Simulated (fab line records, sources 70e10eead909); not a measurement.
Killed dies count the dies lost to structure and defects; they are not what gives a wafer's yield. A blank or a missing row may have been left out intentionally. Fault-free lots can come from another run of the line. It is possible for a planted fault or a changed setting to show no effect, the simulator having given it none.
fab line records	flow nand_harc
[record] lots = 24	wafers = 72	last_day = 25
route steps=1159 shown A_WL_FILL@822 A_CONTACT@855
lots that met no fault: from a run of the same line without faults
start_h: hours from the record's opening day to when the first of the lot's shown wafers began	wait_h: hours elapsed since this lot's preceding step	" the same as in the row above	L1.1+2: one row covering several wafers at once	- no value, or no start given	* or withheld: withheld	< > ~ a bound
route shown NAME@n: NAME is a module with steps in the file, n the number in the route of the first one	usual: mean/standard deviation of fault-free wafers	same: alike in all rows	chamber/n: place in a boat	sites: the reading at each site	_std_site: standard deviation of those values	_edge_site: inner sites' mean taken away from outer sites' mean	radius_mm: how far each site lies from the wafer's centre	mask NAME#n: copy n	behind: the most recent tool/chamber to have shaped the wafer	hold: what put the lot on hold/how long, in hours/how the hold closed	device: the transistor (n, p or np) that didn't switch	end of line: the route-end tests of the same wafers	step lacking rows: just its recipe	killed: dies lost to structure and defects at the first sort, not the wafer's yield	map: a wafer's dies, marking killed ones x, the rest . and places with no die _
set.NAME: setting as actually run; set.NAME@STEP: the setting as run at that earlier step	model.NAME: the simulator's own value behind a step, which no gauge read
steps of the route over a sample of lots; a table a step, a row a wafer
services: when a tool's chamber went out of use (start_h, in hours from the record's first day, below 0 if earlier), for how many hours, and the reason
[[steps]]
[step NHARC_A_WL_FILL_ALD_10]
[recipe] target_thk_a = 500	pulse_time_s = 10	ald_cycles = 500	temp_c = 300	material = SiO2
[usual] heater_power_w = 479/39	precursor_pulse_height_rel = 0.999/0.019	susceptor_temp_C = 299.97/0.2
lot.wafer	tool	chamber	start_h	wait_h	heater_power_w	precursor_pulse_height_rel	susceptor_temp_C
L075.1	ald_hk-02	2	346.59	0.1	574	0.988	299.78
L075.2	"	0	348.66	2.1	455	1.005	300.06
L075.3	"	1	349.70	3.2	549	1.017	299.62
L074.1	ald_hk-03	1	350.70	4.2	504	1.009	300.26
L074.5	"	3	351.72	5.2	429	1.000	299.61
L074.6	"	0	"	"	489	1.007	299.66
L076.3	ald_hk-02	1	354.17	0.0	551	0.992	299.87
L076.1	"	0	357.29	3.2	456	0.990	299.59
L076.5	"	1	358.32	4.2	536	1.002	299.63
L077.2	ald_hk-04	2	355.22	1.1	473	1.044	299.81
L077.1	"	3	"	"	480	1.000	299.70
L077.6	"	0	"	"	498	1.011	299.87
L079.3	ald_hk-03	1	359.88	0.0	483	0.958	299.78
L079.2	"	3	360.92	1.1	428	1.011	300.05
L079.6	"	1	361.97	2.1	514	0.985	299.84
L078.3	ald_hk-03	3	379.21	3.4	427	0.999	300.42
L078.4	"	1	380.24	4.5	515	1.021	300.52
L078.6	"	3	381.27	5.5	439	0.980	300.21
L081.3	ald_hk-03	3	389.22	0.3	425	1.013	299.97
L081.4	"	0	"	"	491	1.012	299.78
L081.6	"	3	391.29	2.3	423	0.987	299.67
L080.2	ald_hk-02	2	399.21	0.1	563	0.990	300.01
L080.3	"	3	"	"	466	1.024	300.08
L080.4	"	0	"	"	450	1.006	299.89
L083.1	ald_hk-04	3	399.21	0.1	460	0.986	300.28
L083.2	"	2	400.74	1.6	466	1.030	299.94
L083.5	"	3	"	"	467	1.006	300.32
L082.2	ald_hk-03	1	404.32	0.1	504	0.967	300.29
L082.1	"	0	405.87	1.6	482	0.982	300.00
L082.5	"	2	406.91	2.6	479	0.995	300.00
L084.1	ald_hk-04	3	404.84	0.6	461	1.005	300.03
L084.5	"	2	406.38	2.1	459	1.038	300.00
L084.6	"	3	"	"	457	1.007	300.01
L087.2	ald_hk-04	0	433.45	0.6	484	0.960	300.04
L087.3	"	1	"	"	426	0.980	300.25
L087.1	"	2	"	"	467	0.991	299.87
L086.3	ald_hk-03	2	433.72	0.8	497	0.990	299.66
L086.1	"	3	"	"	429	1.013	299.79
L086.5	"	2	435.80	2.9	494	0.988	300.12
L088.1	ald_hk-02	0	434.31	1.4	472	0.967	300.20
L088.2	"	2	435.33	2.5	557	1.008	299.95
L088.4	"	3	"	"	466	1.018	299.90
L085.2	ald_hk-04	0	436.05	3.2	487	1.034	299.94
L085.5	"	0	440.19	7.3	495	0.992	300.20
L085.6	"	1	441.23	8.3	422	1.017	299.97
L090.1	ald_hk-03	2	446.51	0.1	480	1.038	300.24
L090.3	"	1	448.04	1.6	526	1.002	299.88
L090.5	"	2	"	"	483	1.000	299.80
L089.3	ald_hk-02	2	451.44	1.1	564	0.995	300.09
L089.6	"	0	452.47	2.1	460	0.977	299.92
L089.5	"	1	"	"	560	1.010	299.84
L091.4	ald_hk-04	0	451.93	1.6	483	0.992	300.22
L091.6	"	1	"	"	411	0.986	300.05
L091.5	"	2	"	"	475	0.994	299.79
L092.4	ald_hk-03	2	454.79	0.0	498	0.999	299.69
L092.3	"	0	455.84	1.1	471	1.029	300.01
L092.1	"	1	"	"	496	0.993	299.96
L094.1	ald_hk-04	2	468.82	0.1	462	1.023	299.95
L094.3	"	1	470.37	1.6	423	1.009	300.00
L094.6	"	2	"	"	466	1.000	300.01
L093.1	ald_hk-02	0	469.33	0.6	460	0.965	300.09
L093.3	"	1	"	"	528	0.994	299.98
L093.4	"	2	"	"	576	0.969	299.72
L095.3	ald_hk-03	0	481.26	0.1	494	1.017	-
L095.5	"	0	483.29	2.1	490	1.003	-
L095.6	"	1	"	"	506	0.950	-
L096.3	ald_hk-04	3	481.27	0.1	456	0.988	300.30
L096.1	"	1	482.28	1.1	428	1.005	300.21
L096.2	"	2	"	"	471	1.005	300.05
L097.1	ald_hk-04	3	487.09	0.6	476	1.007	300.11
L097.3	"	0	"	"	491	0.981	300.06
L097.4	"	1	"	"	420	0.991	299.80
[step NHARC_A_WL_FILL_CVD_20]
[recipe] target_thk_a = 750	temp_c = 300	pressure_torr = 40	wf6_flow_sccm = 40	h2_flow_sccm = 1600	ar_flow_sccm = 1560	time_s = 5064	material = W
[usual] heater_power_w = 474/47	mfc_ar_sccm = 1561/4.5	susceptor_temp_C = 300.00/0.18	throttle_valve_pct = 8.02/0.24
lot.wafer	tool	chamber	start_h	wait_h	heater_power_w	mfc_ar_sccm	susceptor_temp_C	throttle_valve_pct
L075.2	cvd_w-02	1	-	-	454	1565	-	7.95
L075.1	"	0	"	"	455	1569	-	8.20
L075.3	"	1	"	"	454	1556	-	8.45
L074.1	cvd_w-01	0	-	-	432	1559	300.04	7.93
L074.5	"	1	"	"	552	1556	300.10	8.22
L074.6	"	0	"	"	434	1567	299.99	8.00
L077.2	cvd_w-02	0	-	-	446	1563	300.17	8.02
L077.1	"	1	"	"	446	1568	299.84	8.37
L077.6	"	1	"	"	461	1560	300.12	8.00
L076.1	cvd_w-01	1	-	-	551	1558	300.46	8.03
L076.3	"	0	"	"	445	1562	299.85	7.87
L076.5	"	0	"	"	429	1559	299.88	7.99
L079.2	cvd_w-02	0	-	-	439	1568	300.18	8.13
L079.3	"	0	"	"	438	1566	299.93	8.04
L079.6	"	0	"	"	436	1569	300.11	7.97
L078.4	cvd_w-01	1	-	-	560	1564	299.77	8.26
L078.3	"	0	"	"	437	1563	300.39	7.85
L078.6	"	1	"	"	550	1560	299.89	8.41
L081.4	cvd_w-02	1	-	-	449	1559	300.19	8.05
L081.3	"	0	"	"	458	1569	299.89	7.87
L081.6	"	1	"	"	448	1556	300.08	7.95
L083.2	cvd_w-02	1	-	-	451	1559	300.03	8.20
L083.1	"	0	"	"	453	1564	299.92	7.66
L083.5	"	0	"	"	451	1560	300.15	7.69
L080.2	cvd_w-01	0	-	-	432	1570	299.62	7.86
L080.3	"	0	"	"	440	1570	299.83	8.08
L080.4	"	1	"	"	559	1562	300.14	8.52
L084.1	cvd_w-02	1	-	-	441	1555	299.77	7.98
L084.6	"	1	"	"	450	1555	299.89	7.76
L084.5	"	0	"	"	457	1565	299.91	7.48
L082.2	cvd_w-01	0	-	-	436	1558	-	8.06
L082.1	"	1	"	"	572	1560	-	8.05
L082.5	"	1	"	"	562	1559	-	7.96
L087.1	cvd_w-01	1	-	-	566	1563	-	8.09
L087.2	"	0	"	"	437	1551	-	8.34
L087.3	"	0	"	"	437	1566	-	8.22
L086.1	cvd_w-02	0	-	-	457	1564	299.89	7.39
L086.3	"	0	"	"	460	1565	299.86	7.48
L086.5	"	1	"	"	438	1564	300.15	8.04
L088.2	cvd_w-01	0	-	-	442	1558	299.89	8.12
L088.1	"	1	"	"	550	1562	300.23	7.99
L088.4	"	0	"	"	445	1557	299.73	7.99
L085.2	cvd_w-02	1	-	-	440	1561	299.92	8.14
L085.5	"	0	"	"	458	1568	300.18	7.80
L085.6	"	1	"	"	450	1557	299.94	8.12
L090.1	cvd_w-02	0	-	-	449	1554	299.86	7.72
L090.3	"	1	"	"	432	1559	300.11	7.86
L090.5	"	0	"	"	457	1557	299.99	7.85
L089.3	cvd_w-01	1	-	-	556	1558	300.15	8.39
L089.5	"	1	"	"	560	1558	300.06	8.23
L089.6	"	1	"	"	558	1566	299.79	8.44
L091.4	cvd_w-02	0	-	-	459	1565	299.92	7.76
L091.5	"	1	"	"	456	1569	300.14	8.06
L091.6	"	0	"	"	459	1553	299.78	7.91
L092.1	cvd_w-02	1	-	-	445	1560	-	8.14
L092.4	"	1	"	"	453	1563	-	7.97
L092.3	"	0	"	"	455	1563	-	8.00
L094.1	cvd_w-02	1	-	-	434	1561	299.81	8.07
L094.3	"	1	"	"	452	1567	299.75	7.96
L094.6	"	1	"	"	451	1565	299.71	8.14
L093.1	cvd_w-02	0	-	-	450	1559	-	7.87
L093.3	"	1	"	"	438	1565	-	7.99
L093.4	"	0	"	"	454	1561	-	7.92
L096.2	cvd_w-01	0	-	-	430	1558	300.00	7.60
L096.1	"	1	"	"	549	1551	299.76	7.93
L096.3	"	1	"	"	556	1557	299.81	8.08
L095.3	cvd_w-02	1	-	-	436	1563	-	8.15
L095.6	"	0	"	"	463	1555	-	7.73
L095.5	"	1	"	"	457	1560	-	8.26
L097.1	cvd_w-01	1	-	-	543	1556	300.08	8.38
L097.3	"	1	"	"	540	1558	300.22	8.31
L097.4	"	1	"	"	543	1554	299.98	8.23
[step NHARC_A_CONTACT_OVL_MEAS_43]
[usual] overlay_x_nm = -0.1/0.93	overlay_y_nm = 0.1/0.9
lot.wafer	tool	chamber	start_h	wait_h	overlay_x_nm	overlay_y_nm
L075.1	overlay-02	-	369.96	-	-0.1	0.4
L075.2	"	-	"	"	-0.1	0.3
L075.3	"	-	"	"	0.3	0.7
L074.1	overlay-01	-	371.10	-	-0.4	0.2
L074.5	"	-	"	"	0.1	-0.5
L074.6	"	-	"	"	-0.2	-0.1
L077.1	overlay-02	-	377.14	-	-0.2	0.0
L077.2	"	-	"	"	0.3	-0.6
L077.6	"	-	"	"	0.3	-0.3
L076.1	overlay-02	-	380.95	-	0.0	-0.9
L076.3	"	-	"	"	0.4	-0.8
L076.5	"	-	"	"	0.6	-1.1
L079.2	overlay-01	-	383.07	-	0.5	0.0
L079.3	"	-	"	"	0.4	0.1
L079.6	"	-	"	"	-0.1	-0.3
L078.3	overlay-01	-	399.11	-	0.8	0.1
L078.4	"	-	"	"	0.8	-0.3
L078.6	"	-	"	"	0.9	-0.4
L081.3	overlay-01	-	409.02	-	1.5	0.0
L081.4	"	-	"	"	1.3	0.3
L081.6	"	-	"	"	0.8	-0.2
L080.2	overlay-01	-	419.34	-	1.1	0.1
L080.3	"	-	"	"	1.0	0.4
L080.4	"	-	"	"	1.4	0.3
L083.1	overlay-02	-	420.50	-	1.2	0.4
L083.2	"	-	"	"	0.7	1.2
L083.5	"	-	"	"	0.4	0.9
L084.1	overlay-02	-	426.65	-	-0.9	-1.0
L084.5	"	-	"	"	0.2	-0.8
L084.6	"	-	"	"	-0.5	-1.3
L082.1	overlay-01	-	427.30	-	-0.7	-1.9
L082.2	"	-	"	"	-1.2	-2.2
L082.5	"	-	"	"	-1.8	-1.8
L086.1	overlay-01	-	457.04	-	1.0	0.3
L086.3	"	-	"	"	0.7	-0.1
L086.5	"	-	"	"	0.8	0.2
L087.1	overlay-02	-	457.22	-	-0.7	-0.7
L087.2	"	-	"	"	-0.7	-0.9
L087.3	"	-	"	"	-0.9	-0.5
L088.1	overlay-01	-	461.31	-	-0.7	1.6
L088.2	"	-	"	"	-0.9	1.9
L088.4	"	-	"	"	-0.7	1.5
L085.2	overlay-02	-	463.05	-	0.1	-0.6
L085.5	"	-	"	"	0.4	-0.8
L085.6	"	-	"	"	0.6	-0.7
L090.1	overlay-01	-	470.55	-	-0.6	0.4
L090.3	"	-	"	"	-0.3	0.4
L090.5	"	-	"	"	-0.3	0.5
L091.4	overlay-02	-	475.39	-	-1.5	0.2
L091.5	"	-	"	"	-1.0	0.7
L091.6	"	-	"	"	-0.8	-0.2
L089.3	overlay-02	-	475.89	-	-0.7	-0.9
L089.5	"	-	"	"	-1.0	-0.3
L089.6	"	-	"	"	-0.4	-0.4
L092.1	overlay-02	-	483.74	-	-2.1	-0.2
L092.3	"	-	"	"	-1.6	-0.7
L092.4	"	-	"	"	-2.4	-0.4
L094.1	overlay-01	-	495.79	-	-0.5	0.0
L094.3	"	-	"	"	-0.7	0.3
L094.6	"	-	"	"	-0.6	0.2
L093.1	overlay-02	-	497.85	-	1.2	1.0
L093.3	"	-	"	"	0.6	1.0
L093.4	"	-	"	"	0.8	0.8
L095.3	overlay-01	-	507.17	-	0.4	1.4
L095.5	"	-	"	"	0.9	1.4
L095.6	"	-	"	"	0.6	2.0
L096.1	overlay-02	-	507.66	-	-1.3	-0.3
L096.2	"	-	"	"	-1.7	-0.5
L096.3	"	-	"	"	-1.5	-0.5
L097.1	overlay-02	-	520.47	-	-1.4	1.7
L097.3	"	-	"	"	-1.2	0.8
L097.4	"	-	"	"	-1.3	1.8
[step NHARC_A_CONTACT_ETCH_51]
[recipe] target_depth_a = 36000	over_etch_frac = 0.3	time_s = 936	ion_energy_ev = 150	o2_flow_sccm = 400	cos_flow_sccm = 20	ar_flow_sccm = 0	rf_w = 500	bias_w = 300	chemistry = O2/COS
[usual] bias_w = 300.0/0.93	drypump_motor_current_A = 5.7/0.36	mfc_ar_sccm = 0.007/0.0097	oes_product_au = 1.000/0.014	rf_vpp_V = 314.5/1.9	showerhead_plenum_p_Torr = 3.15/0.12	throttle_valve_pct = 28.330/0.0092
lot.wafer	tool	chamber	start_h	wait_h	bias_w	drypump_motor_current_A	mfc_ar_sccm	oes_product_au	rf_hours_counter_h	rf_vpp_V	showerhead_plenum_p_Torr	throttle_valve_pct
L075.3	rie_diel-13	3	-	-	298.8	5.9	0	0.997	20	313.8	3.15	28.327
L075.1	"	1	"	"	300.9	5.6	0.020	0.989	17	316.4	3.26	28.325
L075.2	"	2	"	"	300.0	5.8	0.021	1.031	20	313.2	3.09	28.333
L074.1	rie_diel-13	0	-	-	301.1	5.7	0	0.987	20	311.2	2.90	28.331
L074.6	"	1	"	"	300.3	5.6	0.020	0.985	-	316.8	3.26	28.330
L074.5	"	2	"	"	300.2	5.8	0.021	1.015	-	313.7	3.09	28.322
L077.2	rie_diel-13	0	-	-	298.7	5.7	0	0.986	21	310.5	2.90	28.324
L077.1	"	3	"	"	297.8	5.9	0	0.991	22	314.7	3.15	28.336
L077.6	"	1	"	"	299.6	5.6	0.020	0.973	-	316.4	3.26	28.352
L076.3	rie_diel-01	2	-	-	300.6	5.2	0.000	1.014	23	315.2	3.18	28.331
L076.1	"	3	"	"	299.1	6.6	0	0.989	25	317.3	3.24	28.321
L076.5	"	1	"	"	300.5	5.0	0	1.013	-	312.6	3.04	28.326
L079.3	rie_diel-01	2	-	-	299.5	5.2	0.000	1.009	23	314.9	3.18	28.333
L079.2	"	0	"	"	299.2	5.8	0	1.001	26	313.1	3.20	28.334
L079.6	"	2	"	"	301.0	5.2	0.000	1.014	-	314.9	3.18	28.330
L078.4	rie_diel-13	1	-	-	300.2	5.5	0.020	0.985	23	317.4	3.25	28.332
L078.3	"	2	"	"	300.7	5.8	0.021	1.013	28	314.6	3.09	28.351
L078.6	"	0	"	"	300.5	5.7	0	0.988	-	311.1	2.90	28.341
L081.4	rie_diel-13	2	-	-	301.4	5.9	0.021	1.019	29	315.0	3.09	28.325
L081.3	"	3	"	"	301.4	5.9	0	0.997	30	312.2	3.15	28.332
L081.6	"	1	"	"	299.9	5.5	0.020	0.984	-	316.6	3.25	28.321
L080.2	rie_diel-13	3	-	-	301.5	5.9	0	0.988	31	314.8	3.15	28.342
L080.3	"	1	"	"	299.1	5.6	0.020	0.985	27	315.8	3.25	28.336
L080.4	"	2	"	"	299.8	5.9	0.021	1.025	31	313.1	3.08	28.339
L083.1	rie_diel-13	3	-	-	298.9	5.9	0	1.005	32	314.1	3.14	28.343
L083.2	"	0	"	"	301.2	5.7	0	0.997	33	310.7	2.90	28.336
L083.5	"	2	"	"	300.9	5.9	0.021	1.027	-	313.8	3.08	28.344
L084.1	rie_diel-13	0	-	-	298.6	5.7	0	1.001	33	310.3	2.90	28.326
L084.5	"	2	"	"	299.5	5.9	0.021	1.025	-	314.2	3.08	28.346
L084.6	"	3	"	"	300.8	5.8	0	1.000	-	314.5	3.14	28.324
L082.1	rie_diel-06	2	-	-	300.3	5.9	0.017	1.010	0	314.4	3.07	28.350
L082.2	"	0	"	"	300.5	5.6	0	0.988	0	313.9	3.09	28.337
L082.5	"	1	"	"	299.9	5.1	0	0.998	-	313.6	3.07	28.329
L086.3	rie_diel-01	1	-	-	298.8	5.0	0	1.026	50	313.9	3.03	28.334
L086.1	"	3	"	"	299.3	6.6	0	0.983	50	315.1	3.22	28.313
L086.5	"	0	"	"	299.6	5.8	0	0.983	-	316.3	3.19	28.335
L087.3	rie_diel-01	3	-	-	298.7	6.6	0	0.988	51	316.9	3.22	28.340
L087.2	"	1	"	"	299.8	5.0	0	1.022	51	312.3	3.02	28.335
L087.1	"	2	"	"	299.1	5.2	0.000	0.998	47	315.1	3.17	28.313
L088.4	rie_diel-06	3	-	-	300.7	6.4	0	0.992	17	315.0	3.04	28.313
L088.1	"	1	"	"	297.9	5.1	0	1.009	14	314.9	3.06	28.330
L088.2	"	2	"	"	299.1	5.9	0.017	1.010	14	312.6	3.06	28.343
L085.2	rie_diel-13	1	-	-	300.0	5.5	0.020	0.993	0	315.3	3.25	28.328
L085.5	"	1	"	"	299.8	5.5	0.020	0.997	-	315.6	3.25	28.323
L085.6	"	2	"	"	300.5	5.9	0.021	1.001	-	313.3	3.08	28.349
L090.1	rie_diel-13	3	-	-	299.2	5.9	0	1.028	3	313.6	3.14	28.328
L090.3	"	0	"	"	300.0	5.7	0	1.002	2	317.7	3.37	28.316
L090.5	"	3	"	"	300.0	5.8	0	1.020	-	315.9	3.14	28.313
L091.4	rie_diel-01	0	-	-	302.7	5.9	0	0.994	53	314.6	3.19	28.326
L091.5	"	3	"	"	302.3	6.6	0	0.985	-	314.9	3.22	28.353
L091.6	"	0	"	"	300.4	5.9	0	0.988	-	314.8	3.19	28.312
L089.3	rie_diel-13	3	-	-	300.2	5.8	0	1.019	4	314.9	3.14	28.330
L089.6	"	3	"	"	300.3	5.8	0	1.014	-	314.0	3.14	28.336
L089.5	"	0	"	"	299.7	5.7	0	1.001	-	318.4	3.37	28.348
L092.4	rie_diel-13	2	-	-	299.4	5.8	0.021	1.006	6	313.1	3.08	28.337
L092.3	"	0	"	"	301.0	5.7	0	1.002	5	316.6	3.37	28.352
L092.1	"	1	"	"	300.7	5.6	0.020	0.980	5	316.6	3.25	28.327
L094.1	rie_diel-13	1	-	-	297.7	5.5	0.020	0.988	7	316.8	3.25	28.336
L094.3	"	2	"	"	301.8	5.8	0.021	1.003	8	313.5	3.08	28.331
L094.6	"	1	"	"	299.9	5.5	0.020	0.982	-	316.8	3.25	28.326
L093.1	rie_diel-13	0	-	-	301.2	5.7	0	0.993	8	317.4	3.37	28.330
L093.4	"	1	"	"	299.9	5.5	0.020	0.975	8	317.8	3.24	28.325
L093.3	"	3	"	"	300.6	5.9	0	1.009	9	314.8	3.14	28.336
L095.3	rie_diel-13	2	-	-	300.1	5.9	0.021	1.016	11	314.1	3.08	28.323
L095.6	"	1	"	"	299.4	5.6	0.020	0.992	-	315.5	3.24	28.322
L095.5	"	2	"	"	299.2	5.9	0.021	1.002	-	313.8	3.08	28.325
L096.1	rie_diel-01	0	-	-	299.8	5.9	0	1.014	5	315.2	3.19	28.323
L096.3	"	1	"	"	299.1	5.0	0	1.025	4	312.5	3.02	28.329
L096.2	"	2	"	"	299.2	5.2	0.000	1.012	4	313.7	3.17	28.321
L097.4	rie_diel-13	2	-	-	300.7	5.8	0.021	0.993	15	313.4	3.07	28.310
L097.1	"	3	"	"	300.3	5.9	0	1.004	15	313.9	3.13	28.342
L097.3	"	0	"	"	299.3	5.7	0	0.986	14	318.1	3.37	28.323
[step NHARC_A_CONTACT_ETCH_111]
[recipe] source_w = withheld	pressure_mtorr = 20	bias_v = withheld	time_s = 140	target_depth_a = 7000	ar_flow_sccm = withheld	c4f8_flow_sccm = withheld	o2_flow_sccm = withheld	chemistry = C4F8/O2/Ar
lot.wafer	tool	chamber	start_h	wait_h	rf_hours_counter_h
L075.1	har_cap_etch-03	0	371.39	-	82
L075.2	"	1	"	"	82
L075.3	"	0	"	"	-
L074.1	har_cap_etch-02	0	372.64	-	10
L074.6	"	0	"	"	-
L074.5	"	1	"	"	-
L077.1	har_cap_etch-01	0	378.50	-	53
L077.2	"	1	"	"	53
L077.6	"	1	"	"	-
L076.1	har_cap_etch-01	0	382.36	-	54
L076.3	"	0	"	"	-
L076.5	"	0	"	"	-
L079.2	har_cap_etch-02	1	384.50	-	13
L079.3	"	0	"	"	-
L079.6	"	1	"	"	-
L078.4	har_cap_etch-03	1	400.64	-	-
L078.3	"	0	"	"	-
L078.6	"	0	"	"	-
L081.3	har_cap_etch-01	1	410.56	-	-
L081.4	"	0	"	"	-
L081.6	"	0	"	"	-
L080.2	har_cap_etch-01	1	420.76	-	60
L080.4	"	0	"	"	-
L080.3	"	1	"	"	-
L083.2	har_cap_etch-03	1	421.85	-	90
L083.1	"	0	"	"	90
L083.5	"	0	"	"	-
L084.1	har_cap_etch-02	0	428.04	-	20
L084.5	"	1	"	"	-
L084.6	"	0	"	"	-
L082.1	har_cap_etch-01	0	428.74	-	61
L082.2	"	1	"	"	61
L082.5	"	0	"	"	-
L086.1	har_cap_etch-01	1	460.01	-	64
L086.3	"	1	"	"	-
L086.5	"	1	"	"	-
L087.2	har_cap_etch-03	1	460.71	-	94
L087.1	"	0	"	"	94
L087.3	"	1	"	"	-
L088.2	har_cap_etch-02	1	462.97	-	24
L088.1	"	0	"	"	24
L088.4	"	1	"	"	-
L085.2	har_cap_etch-01	1	464.40	-	66
L085.5	"	1	"	"	-
L085.6	"	0	"	"	-
L090.1	har_cap_etch-02	1	472.41	-	27
L090.3	"	0	"	"	-
L090.5	"	1	"	"	-
L091.4	har_cap_etch-02	1	476.89	-	-
L091.6	"	0	"	"	-
L091.5	"	1	"	"	-
L089.3	har_cap_etch-01	1	477.33	-	-
L089.6	"	1	"	"	-
L089.5	"	0	"	"	-
L092.1	har_cap_etch-01	1	485.13	-	70
L092.3	"	1	"	"	-
L092.4	"	0	"	"	-
L094.1	har_cap_etch-02	0	497.25	-	32
L094.3	"	0	"	"	-
L094.6	"	1	"	"	-
L093.1	har_cap_etch-03	1	499.25	-	104
L093.4	"	0	"	"	-
L093.3	"	1	"	"	-
L095.3	har_cap_etch-01	0	508.59	-	-
L095.5	"	0	"	"	-
L095.6	"	1	"	"	-
L096.2	har_cap_etch-02	1	509.14	-	34
L096.1	"	0	"	"	34
L096.3	"	1	"	"	-
L097.1	har_cap_etch-02	1	521.83	-	37
L097.3	"	1	"	"	-
L097.4	"	0	"	"	-
[step NHARC_A_CONTACT_ETCH_123]
[recipe] source_w = withheld	pressure_mtorr = 20	bias_v = 400	time_s = 253	target_depth_a = 10900	ar_flow_sccm = withheld	c4f8_flow_sccm = 11.5	o2_flow_sccm = 7.2	chemistry = C4F8/O2/Ar
lot.wafer	tool	chamber	start_h	wait_h	rf_hours_counter_h
L075.1	har_cap_etch-03	0	372.58	0.1	83
L075.2	"	1	"	"	83
L075.3	"	0	"	"	-
L074.1	har_cap_etch-02	0	374.11	0.1	11
L074.6	"	0	"	"	-
L074.5	"	1	"	"	-
L077.1	har_cap_etch-01	0	379.71	0.1	54
L077.2	"	1	"	"	54
L077.6	"	1	"	"	-
L076.1	har_cap_etch-01	0	383.99	0.2	55
L076.3	"	0	"	"	-
L076.5	"	0	"	"	-
L079.2	har_cap_etch-02	1	385.72	0.1	14
L079.3	"	0	"	"	-
L079.6	"	1	"	"	-
L078.4	har_cap_etch-03	1	401.89	0.2	-
L078.3	"	0	"	"	-
L078.6	"	0	"	"	-
L081.3	har_cap_etch-01	1	411.80	0.2	-
L081.4	"	0	"	"	-
L081.6	"	0	"	"	-
L080.2	har_cap_etch-01	1	421.98	0.1	61
L080.4	"	0	"	"	-
L080.3	"	1	"	"	-
L083.2	har_cap_etch-03	1	423.05	0.1	91
L083.1	"	0	"	"	91
L083.5	"	0	"	"	-
L084.1	har_cap_etch-02	0	429.26	0.1	21
L084.5	"	1	"	"	-
L084.6	"	0	"	"	-
L082.1	har_cap_etch-01	0	430.34	0.1	62
L082.2	"	1	"	"	62
L082.5	"	0	"	"	-
L086.1	har_cap_etch-01	1	461.20	0.1	65
L086.3	"	1	"	"	-
L086.5	"	1	"	"	-
L087.2	har_cap_etch-03	1	461.91	0.1	95
L087.1	"	0	"	"	95
L087.3	"	1	"	"	-
L088.2	har_cap_etch-02	1	464.17	0.1	25
L088.1	"	0	"	"	25
L088.4	"	1	"	"	-
L085.2	har_cap_etch-01	1	465.61	0.1	67
L085.5	"	1	"	"	-
L085.6	"	0	"	"	-
L090.1	har_cap_etch-02	1	473.61	0.1	28
L090.3	"	0	"	"	-
L090.5	"	1	"	"	-
L091.4	har_cap_etch-02	1	478.15	0.2	-
L091.6	"	0	"	"	-
L091.5	"	1	"	"	-
L089.3	har_cap_etch-01	1	478.57	0.2	-
L089.6	"	1	"	"	-
L089.5	"	0	"	"	-
L092.1	har_cap_etch-01	1	486.32	0.1	71
L092.3	"	1	"	"	-
L092.4	"	0	"	"	-
L094.1	har_cap_etch-02	0	498.45	0.1	33
L094.3	"	0	"	"	-
L094.6	"	1	"	"	-
L093.1	har_cap_etch-03	1	500.47	0.1	105
L093.4	"	0	"	"	-
L093.3	"	1	"	"	-
L095.3	har_cap_etch-01	0	509.84	0.2	-
L095.5	"	0	"	"	-
L095.6	"	1	"	"	-
L096.2	har_cap_etch-02	1	510.34	0.1	35
L096.1	"	0	"	"	35
L096.3	"	1	"	"	-
L097.1	har_cap_etch-02	1	523.02	0.1	38
L097.3	"	1	"	"	-
L097.4	"	0	"	"	-
[[services]]
tool	chamber	start_h	hours	kind
rie_diel-13	1	330.24	9.6	repair
rie_diel-13	0	334.05	-	clean
rie_diel-13	2	334.05	-	clean
rie_diel-13	3	334.05	-	clean
rie_diel-13	2	355.42	3.8	repair
rie_diel-13	0	358.79	-	clean
rie_diel-13	1	358.79	-	clean
rie_diel-13	3	358.79	-	clean
ald_hk-04	-	369.68	10.0	pm
cvd_w-02	-	376.59	13.0	pm
rie_diel-13	1	390.38	7.0	repair
rie_diel-01	0	397.52	9.4	repair
rie_diel-06	-	418.30	9.0	pm
cvd_w-02	-	431.77	13.0	repair
rie_diel-01	2	436.81	3.8	repair
rie_diel-01	3	442.06	2.8	repair
rie_diel-13	1	443.64	8.4	repair
rie_diel-13	-	453.03	9.0	pm
ald_hk-02	-	458.43	10.0	pm
rie_diel-01	-	471.56	2.4	repair
cvd_w-01	-	481.79	13.0	pm
rie_diel-01	3	487.87	8.2	repair
rie_diel-01	-	491.80	9.0	pm
ald_hk-03	-	501.51	10.0	pm
[[key]]
fault none
